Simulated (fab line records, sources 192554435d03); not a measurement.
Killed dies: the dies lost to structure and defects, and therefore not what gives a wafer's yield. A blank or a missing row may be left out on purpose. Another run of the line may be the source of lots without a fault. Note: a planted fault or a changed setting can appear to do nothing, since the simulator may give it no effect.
fab line records | flow n5Finfet | part 2 of 2: steps 5 to 6 of 6
record: lots: 22 | wafers: 66 | lastDay: 17
route steps=1938 shown HKMG_FIN@398 GATE_CUT@473
lots with no fault: from the same line, run without faults
startH: hours from the record's first day to the start of the lot's first wafer shown | waitH: how many hours have passed since the lot's step before this one | " the same as in the row above | L1.1+2: a single row standing in for several wafers | - value missing, or start not given | * or withheld: withheld | < > ~ a bound
route shown NAME@n: a module of which the file shows steps, and the number in the route of the first | usual: mean/standard deviation of fault-free wafers | same: alike in all rows | chamber/n: place in a boat | sites: per-site readings | _std_site: the standard deviation of these | _edge_site: mean of outer sites minus mean of inner sites | radiusMm: how far each site lies from the wafer's centre | mask NAME#n: copy n | behind: the most recent tool/chamber to have shaped the wafer | hold: what put the lot on hold/how long, in hours/how the hold closed | device: the n, p or np transistor that did not switch | end of line: the same wafers' tests at the end of the route | where a step has no rows: the recipe by itself | killed: the dies lost at the first sort to structure and to defects; this is not the yield of the wafer | map: a wafer's dies, marking killed ones x, the rest . and places with no die _
set.NAME: setting as actually run; set.NAME@STEP: the setting as run at that earlier step | model.NAME: the simulator's own value behind a step, which no gauge read
a sample of lots followed through the steps of the route, with each step as a table and each wafer as a row
services: when a tool's chamber went out of use (startH, in hours from the record's first day, below 0 if earlier), for how many hours, and the reason
== steps ==
step: N5_GATE_CUT_SAC_CAP_01
recipe: material: SiNx | targetThkA: 240 | tempC: 400 | aldPrecursorFamily: SiH2I2 | aldCoReactant: N2/H2-plasma | pulseTimeS: 1 | aldCycles: 480 | purgeTimeS: 2 | coReactantPurgeTimeS: 2 | pressureTorr: 2
usual: heaterPowerOuterW: 514/53 | heaterPowerW: 827/77 | precursorPulseHeightRel: 1.001/0.02 | susceptorTempC: 400.02/0.24
lot.wafer | tool      | chamber | startH | waitH | heaterPowerOuterW | heaterPowerW | precursorPulseHeightRel | susceptorTempC
L074.2    | aldSin-02 | 1       | 81.34  | 0.2   | 504               | 832          | 1.019                   | 399.82
L074.3    | "         | 2       | "      | "     | 551               | 875          | 1.017                   | 399.77
L074.4    | "         | 3       | "      | "     | 578               | 938          | 0.983                   | 400.06
L075.3    | aldSin-04 | 2       | 85.63  | 0.1   | 581               | 881          | 0.980                   | 399.96
L075.5    | "         | 1       | 86.72  | 1.2   | 402               | 703          | 1.021                   | 400.03
L075.6    | "         | 2       | "      | "     | 561               | 924          | 0.980                   | 399.99
L076.2    | aldSin-04 | 2       | 91.07  | 0.0   | 555               | 903          | 0.990                   | 400.03
L076.5    | "         | 2       | 92.16  | 1.1   | 566               | 890          | 0.974                   | 399.70
L076.6    | "         | 1       | "      | "     | 413               | 685          | 1.017                   | 399.77
L077.2    | aldSin-02 | 3       | 99.46  | 0.0   | 568               | 908          | 0.980                   | 400.53
L077.5    | "         | 2       | 100.55 | 1.1   | 526               | 844          | 1.009                   | 400.51
L077.6    | "         | 3       | "      | "     | 577               | 910          | 1.009                   | 400.21
L079.3    | aldSin-04 | 0       | 110.53 | 0.0   | 569               | 865          | 1.023                   | 399.92
L079.5    | "         | 3       | 111.61 | 1.1   | 491               | 767          | 1.026                   | 400.43
L079.6    | "         | 2       | "      | "     | 564               | 887          | 1.026                   | 399.73
L080.1    | aldSin-02 | 2       | 116.52 | 0.0   | 545               | 846          | 0.991                   | 399.77
L080.4    | "         | 3       | "      | "     | 557               | 921          | 1.012                   | 400.04
L080.5    | "         | 2       | 117.60 | 1.1   | 536               | 841          | 0.976                   | 400.14
L081.2    | aldSin-02 | 1       | 124.56 | 0.0   | 510               | 866          | 0.965                   | 399.88
L081.4    | "         | 2       | "      | "     | 539               | 835          | 0.969                   | 399.96
L081.6    | "         | 0       | 125.65 | 1.1   | 470               | 813          | 1.034                   | 400.07
L082.1    | aldSin-01 | 0       | 126.65 | 0.5   | 584               | 879          | 0.996                   | 399.92
L082.2    | "         | 1       | "      | "     | 488               | 816          | 1.019                   | 399.68
L082.4    | "         | 3       | "      | "     | 507               | 701          | 0.992                   | 400.23
L083.4    | aldSin-02 | 0       | 133.54 | 0.0   | 478               | 781          | 0.966                   | 400.06
L083.5    | "         | 3       | 134.63 | 1.1   | 566               | 924          | 1.029                   | 399.47
L083.6    | "         | 0       | "      | "     | 476               | 809          | 0.992                   | 399.97
L084.3    | aldSin-02 | 1       | 140.46 | 0.1   | 501               | 848          | 0.972                   | 399.87
L084.4    | "         | 0       | "      | "     | 476               | 821          | 1.036                   | 400.28
L084.5    | "         | 0       | 141.55 | 1.1   | 485               | 790          | 1.008                   | 399.91
L085.2    | aldSin-01 | 1       | 148.10 | 0.0   | 499               | 791          | 1.003                   | 400.07
L085.3    | "         | 3       | "      | "     | 511               | 728          | 0.975                   | 399.74
L085.6    | "         | 0       | 149.19 | 1.1   | 583               | 856          | 0.993                   | 399.71
L086.1    | aldSin-02 | 3       | 154.02 | 0.2   | 552               | 906          | 1.002                   | 400.06
L086.2    | "         | 1       | "      | "     | 486               | 871          | 0.992                   | 399.84
L086.4    | "         | 2       | "      | "     | 549               | 844          | 1.003                   | 400.39
L087.2    | aldSin-04 | 1       | 158.13 | 0.0   | 413               | 704          | 0.984                   | 399.94
L087.3    | "         | 3       | "      | "     | 491               | 802          | 0.994                   | 399.68
L087.6    | "         | 2       | 159.22 | 1.1   | 571               | 899          | 0.996                   | 399.83
L088.1    | aldSin-04 | 3       | 164.87 | 0.0   | 493               | 753          | 1.037                   | 399.71
L088.2    | "         | 2       | "      | "     | 551               | 901          | 1.007                   | 399.99
L088.4    | "         | 0       | "      | "     | 558               | 887          | 1.006                   | 400.29
L090.1    | aldSin-02 | 2       | 173.33 | 0.0   | 551               | 860          | 0.969                   | 400.20
L090.4    | "         | 1       | "      | "     | 516               | 845          | 1.000                   | 400.37
L090.6    | "         | 3       | 174.41 | 1.1   | 558               | 932          | 1.043                   | 400.35
L091.1    | aldSin-02 | 3       | 180.86 | 0.0   | 542               | 928          | 1.001                   | 399.87
L091.3    | "         | 1       | "      | "     | 524               | 844          | 1.020                   | 400.26
L091.4    | "         | 2       | "      | "     | 554               | 851          | 0.959                   | 400.35
L092.2    | aldSin-01 | 3       | 189.28 | 1.2   | 518               | 736          | 1.023                   | 399.62
L092.4    | "         | 0       | "      | "     | 581               | 884          | 0.995                   | 400.29
L092.6    | "         | 2       | 190.37 | 2.3   | 417               | 677          | 0.985                   | 400.06
L093.1    | aldSin-02 | 3       | 195.19 | 0.1   | 544               | 914          | 1.022                   | 399.99
L093.5    | "         | 2       | 196.28 | 1.2   | 527               | 867          | 1.025                   | 400.02
L093.6    | "         | 1       | "      | "     | 516               | 841          | 1.012                   | 400.06
L094.2    | aldSin-02 | 0       | 199.71 | 0.0   | 474               | 826          | 0.999                   | 399.98
L094.3    | "         | 2       | "      | "     | 547               | 852          | 0.978                   | 400.11
L094.5    | "         | 3       | 200.80 | 1.1   | 562               | 891          | 1.013                   | 400.02
L095.1    | aldSin-02 | 0       | 205.11 | 0.0   | 480               | 808          | 1.053                   | 400.12
L095.2    | "         | 1       | "      | "     | 506               | 842          | 1.021                   | 400.23
L095.4    | "         | 2       | "      | "     | 535               | 848          | 1.006                   | 399.90
L096.2    | aldSin-04 | 1       | 212.28 | 0.0   | 404               | 710          | 0.991                   | 399.71
L096.3    | "         | 3       | "      | "     | 482               | 761          | 1.011                   | 399.97
L096.4    | "         | 0       | "      | "     | 566               | 912          | 1.017                   | 399.94
L097.2    | aldSin-01 | 3       | 218.61 | 0.0   | 523               | 724          | 1.023                   | 400.20
L097.3    | "         | 0       | "      | "     | 592               | 873          | 1.014                   | 399.98
L097.6    | "         | 3       | 219.70 | 1.1   | 502               | 708          | 1.019                   | 400.44
step: N5_GATE_CUT_ETCH_19
recipe: chemistry: CH3F/O2 | target: SiNx | maskMaterial: SiO2 | targetDepthA: 537 | timeS: 76.7 | pressureMtorr: 30 | sourceW: 395 | biasW: 73 | Ar_flow_sccm: 150 | CH3F_flow_sccm: 30 | O2_flow_sccm: 20 | ionEnergyEv: 120 | ends: cleared
usual: drypumpMotorCurrentA: 5.5/0.48 | etchRfOnTimeS: 77.0/1.1 | oesProductAu: 0.67/0.07 | rfFwdPowerW: 390.4/1.7 | rfVppV: 296/6.2 | showerheadPlenumPTorr: 1.99/0.061 | throttleValvePct: 16.34/0.22
lot.wafer | tool       | chamber | startH | waitH | drypumpMotorCurrentA | etchRfOnTimeS | oesProductAu | rfFwdPowerW | rfHoursCounterH | rfVppV | showerheadPlenumPTorr | throttleValvePct
L074.2    | rieDiel-01 | 3       | 84.82  | 0.0   | 5.4                  | 77.7          | 0.61         | 392.8       | 176             | 291    | 1.92                  | 16.34
L074.3    | "          | 1       | "      | "     | 5.7                  | 74.4          | 0.78         | 389.0       | 17              | 302    | 2.04                  | 16.29
L074.4    | "          | 0       | "      | "     | 4.9                  | 76.8          | 0.78         | 390.2       | 29              | 288    | 2.03                  | 16.23
L075.3    | rieDiel-03 | 0       | 89.00  | 0.0   | 5.9                  | 78.1          | 0.64         | 388.2       | 136             | 307    | 2.01                  | 16.44
L075.5    | "          | 1       | "      | "     | 6.1                  | 77.5          | 0.80         | 388.5       | -               | 299    | 1.95                  | 16.03
L075.6    | "          | 2       | "      | "     | 5.1                  | 77.1          | 0.66         | 392.7       | -               | 295    | 1.93                  | 16.33
L076.2    | rieDiel-01 | 2       | 94.41  | 0.0   | 5.0                  | 78.0          | 0.60         | 391.4       | 205             | 301    | 1.97                  | 16.74
L076.5    | "          | 2       | "      | "     | 5.0                  | 77.8          | 0.61         | 389.0       | -               | 301    | 1.97                  | 16.74
L076.6    | "          | 3       | "      | "     | 5.3                  | 76.7          | 0.61         | 391.0       | -               | 291    | 1.92                  | 16.33
L077.2    | rieDiel-01 | 2       | 102.93 | 0.0   | 5.0                  | 77.7          | 0.61         | 391.9       | 208             | 300    | 1.97                  | 16.76
L077.5    | "          | 2       | "      | "     | 5.0                  | 77.3          | 0.60         | 393.2       | -               | 300    | 1.97                  | 16.77
L077.6    | "          | 1       | "      | "     | 5.8                  | 74.6          | 0.78         | 389.4       | -               | 302    | 2.04                  | 16.29
L079.3    | rieDiel-03 | 3       | 113.91 | 0.0   | 5.4                  | 76.4          | 0.62         | 390.8       | 211             | 289    | 2.07                  | 16.37
L079.5    | "          | 2       | "      | "     | 5.1                  | 76.3          | 0.67         | 389.5       | -               | 296    | 1.93                  | 16.32
L079.6    | "          | 3       | "      | "     | 5.4                  | 76.8          | 0.61         | 393.0       | -               | 289    | 2.07                  | 16.37
L080.1    | rieDiel-03 | 0       | 119.86 | 0.0   | 5.9                  | 78.3          | 0.63         | 388.5       | 146             | 306    | 2.01                  | 16.48
L080.4    | "          | 1       | "      | "     | 6.1                  | 77.1          | 0.78         | 389.5       | 21              | 297    | 1.95                  | 16.04
L080.5    | "          | 2       | "      | "     | 5.1                  | 77.6          | 0.66         | 390.3       | -               | 295    | 1.93                  | 16.34
L081.2    | rieDiel-03 | 1       | 128.04 | 0.0   | 6.1                  | 75.6          | 0.78         | 389.8       | 24              | 298    | 1.95                  | 16.07
L081.4    | "          | 3       | "      | "     | 5.4                  | 76.6          | 0.62         | 388.7       | 216             | 288    | 2.06                  | 16.38
L081.6    | "          | 2       | "      | "     | 5.0                  | 76.3          | 0.66         | 390.4       | -               | 296    | 1.93                  | 16.34
L082.1    | rieDiel-01 | 3       | 130.11 | 0.0   | 5.3                  | 77.1          | 0.61         | 392.1       | 191             | 291    | 1.91                  | 16.36
L082.2    | "          | 0       | "      | "     | 4.9                  | 77.1          | 0.75         | 388.8       | 43              | 288    | 2.02                  | 16.27
L082.4    | "          | 2       | "      | "     | 5.0                  | 78.2          | 0.60         | 395.6       | 217             | 299    | 1.97                  | 16.77
L083.4    | rieDiel-03 | 0       | 137.02 | 0.0   | 5.9                  | 77.7          | 0.63         | 389.8       | 151             | 307    | 2.00                  | 16.47
L083.5    | "          | 0       | "      | "     | 5.9                  | 77.7          | 0.63         | 388.5       | -               | 307    | 2.00                  | 16.45
L083.6    | "          | 3       | "      | "     | 5.4                  | 77.2          | 0.61         | 390.2       | -               | 289    | 2.06                  | 16.37
L084.3    | rieDiel-05 | 1       | 143.93 | 0.0   | 6.1                  | 77.5          | 0.72         | 393.7       | 49              | 296    | 2.10                  | 16.02
L084.4    | "          | 0       | "      | "     | 5.6                  | 76.8          | 0.66         | 389.1       | 109             | 286    | 1.86                  | 16.29
L084.5    | "          | 2       | "      | "     | 6.7                  | 75.4          | 0.70         | 389.5       | -               | 297    | 2.09                  | 15.82
L085.2    | rieDiel-05 | 0       | 151.48 | 0.0   | 5.6                  | 76.6          | 0.66         | 388.9       | 111             | 284    | 1.86                  | 16.28
L085.3    | "          | 1       | "      | "     | 6.1                  | 77.4          | 0.72         | 391.4       | 51              | 296    | 2.10                  | 16.02
L085.6    | "          | 1       | "      | "     | 6.1                  | 78.6          | 0.71         | 391.0       | -               | 296    | 2.10                  | 16.01
L086.1    | rieDiel-01 | 0       | 157.54 | 0.0   | 4.9                  | 77.0          | 0.74         | 391.0       | 53              | 287    | 2.02                  | 16.30
L086.2    | "          | 3       | "      | "     | 5.4                  | 78.7          | 0.59         | 393.0       | 201             | 291    | 1.91                  | 16.40
L086.4    | "          | 1       | "      | "     | 5.8                  | 74.8          | 0.75         | 389.2       | 35              | 302    | 2.04                  | 16.33
L087.2    | rieDiel-01 | 1       | 161.47 | 0.0   | 5.7                  | 75.3          | 0.75         | 386.3       | 36              | 302    | 2.04                  | 16.32
L087.3    | "          | 0       | "      | "     | 4.9                  | 75.9          | 0.75         | 388.9       | 54              | 288    | 2.02                  | 16.29
L087.6    | "          | 2       | "      | "     | 5.0                  | 77.3          | 0.60         | 391.6       | -               | 300    | 1.96                  | 16.78
L088.1    | rieDiel-01 | 0       | 168.43 | 0.0   | 4.9                  | 76.4          | 0.75         | 390.1       | 56              | 289    | 2.02                  | 16.29
L088.2    | "          | 1       | "      | "     | 5.8                  | 76.3          | 0.75         | 389.7       | 38              | 302    | 2.04                  | 16.33
L088.4    | "          | 2       | "      | "     | 5.0                  | 79.4          | 0.59         | 391.7       | 230             | 300    | 1.96                  | 16.79
L090.1    | rieDiel-03 | 2       | 176.79 | 0.0   | 5.1                  | 76.4          | 0.65         | 390.6       | 156             | 294    | 1.92                  | 16.38
L090.4    | "          | 1       | "      | "     | 6.1                  | 76.9          | 0.76         | 388.0       | 39              | 299    | 1.94                  | 16.10
L090.6    | "          | 1       | "      | "     | 6.1                  | 75.9          | 0.76         | 388.8       | -               | 298    | 1.94                  | 16.08
L091.1    | rieDiel-03 | 3       | 184.37 | 0.0   | 5.4                  | 78.1          | 0.60         | 391.4       | 231             | 290    | 2.06                  | 16.40
L091.3    | "          | 1       | "      | "     | 6.1                  | 76.9          | 0.75         | 391.3       | 42              | 298    | 1.94                  | 16.11
L091.4    | "          | 3       | "      | "     | 5.4                  | 77.5          | 0.60         | 392.7       | -               | 289    | 2.06                  | 16.40
L092.2    | rieDiel-03 | 3       | 193.18 | 0.0   | 5.4                  | 78.3          | 0.60         | 390.8       | 234             | 290    | 2.06                  | 16.41
L092.4    | "          | 2       | "      | "     | 5.1                  | 77.7          | 0.64         | 389.9       | 161             | 295    | 1.92                  | 16.36
L092.6    | "          | 1       | "      | "     | 6.1                  | 76.6          | 0.76         | 388.8       | -               | 300    | 1.94                  | 16.11
L093.1    | rieDiel-01 | 1       | 198.54 | 0.0   | 5.8                  | 74.4          | 0.73         | 388.4       | 46              | 303    | 2.03                  | 16.34
L093.5    | "          | 3       | "      | "     | 5.3                  | 77.7          | 0.59         | 391.1       | -               | 291    | 1.90                  | 16.39
L093.6    | "          | 2       | "      | "     | 5.0                  | 77.9          | 0.59         | 392.7       | -               | 301    | 1.96                  | 16.81
L094.2    | rieDiel-03 | 0       | 203.06 | 0.0   | 5.9                  | 78.1          | 0.62         | 389.6       | 168             | 307    | 2.00                  | 16.51
L094.3    | "          | 1       | "      | "     | 6.1                  | 76.4          | 0.75         | 389.4       | 47              | 298    | 1.94                  | 16.10
L094.5    | "          | 1       | "      | "     | 6.1                  | 76.7          | 0.75         | 385.4       | -               | 299    | 1.94                  | 16.10
L095.1    | rieDiel-05 | 3       | 208.71 | 0.0   | 5.8                  | 76.3          | 0.61         | 392.5       | 219             | 304    | 2.06                  | 16.15
L095.2    | "          | 0       | "      | "     | 5.6                  | 76.3          | 0.65         | 389.5       | 127             | 285    | 1.85                  | 16.35
L095.4    | "          | 1       | "      | "     | 6.1                  | 77.3          | 0.71         | 394.5       | 67              | 297    | 2.10                  | 16.06
L096.2    | rieDiel-01 | 1       | 215.75 | 0.0   | 5.8                  | 75.2          | 0.74         | 388.0       | 52              | 302    | 2.03                  | 16.36
L096.3    | "          | 0       | "      | "     | 4.9                  | 76.3          | 0.73         | 387.8       | 70              | 287    | 2.02                  | 16.30
L096.4    | "          | 2       | "      | "     | 5.0                  | 78.2          | 0.58         | 392.2       | -               | 299    | 1.96                  | 16.80
L097.2    | rieDiel-03 | 2       | 222.30 | 0.0   | 5.0                  | 77.0          | 0.64         | 392.1       | 170             | 294    | 1.92                  | 16.39
L097.3    | "          | 3       | "      | "     | 5.4                  | 78.7          | 0.58         | 391.0       | 243             | 289    | 2.05                  | 16.42
L097.6    | "          | 1       | "      | "     | 6.1                  | 76.1          | 0.75         | 389.2       | -               | 298    | 1.94                  | 16.13
== services ==
tool       | chamber | startH | hours | kind
rieDiel-02 | 3       | 55.90  | 7.6   | repair
aldSin-01  | 2       | 60.29  | 9.5   | repair
rieDiel-05 | -       | 70.80  | 14.6  | pm
rieDiel-02 | 0       | 75.70  | 2.6   | repair
aldSin-01  | 1       | 79.30  | 4.7   | repair
aldSin-01  | -       | 79.79  | 1.8   | repair
aldSin-02  | -       | 85.44  | 14.0  | pm
rieDiel-06 | 2       | 87.77  | 25.7  | repair
rieDiel-06 | 1       | 88.98  | 2.9   | repair
rieDiel-02 | 3       | 89.46  | 1.7   | repair
rieDiel-06 | 1       | 102.88 | 93.9  | repair
aldSin-02  | 0       | 104.27 | 2.5   | repair
rieDiel-01 | -       | 105.87 | 0.6   | repair
rieDiel-04 | 3       | 109.30 | 9.0   | repair
aldSin-04  | -       | 115.50 | 6.1   | pm
aldSin-01  | 2       | 137.36 | 3.6   | repair
rieDiel-01 | 1       | 140.00 | 12.9  | repair
rieDiel-02 | 1       | 162.23 | 15.8  | repair
aldSin-04  | -       | 177.17 | 14.0  | pm
rieDiel-03 | 0       | 181.89 | 7.9   | repair
rieDiel-02 | -       | 192.75 | 0.2   | repair
aldSin-02  | -       | 207.28 | 6.1   | pm
rieDiel-04 | 0       | 208.52 | 8.1   | repair
rieDiel-01 | 3       | 211.88 | 14.8  | repair
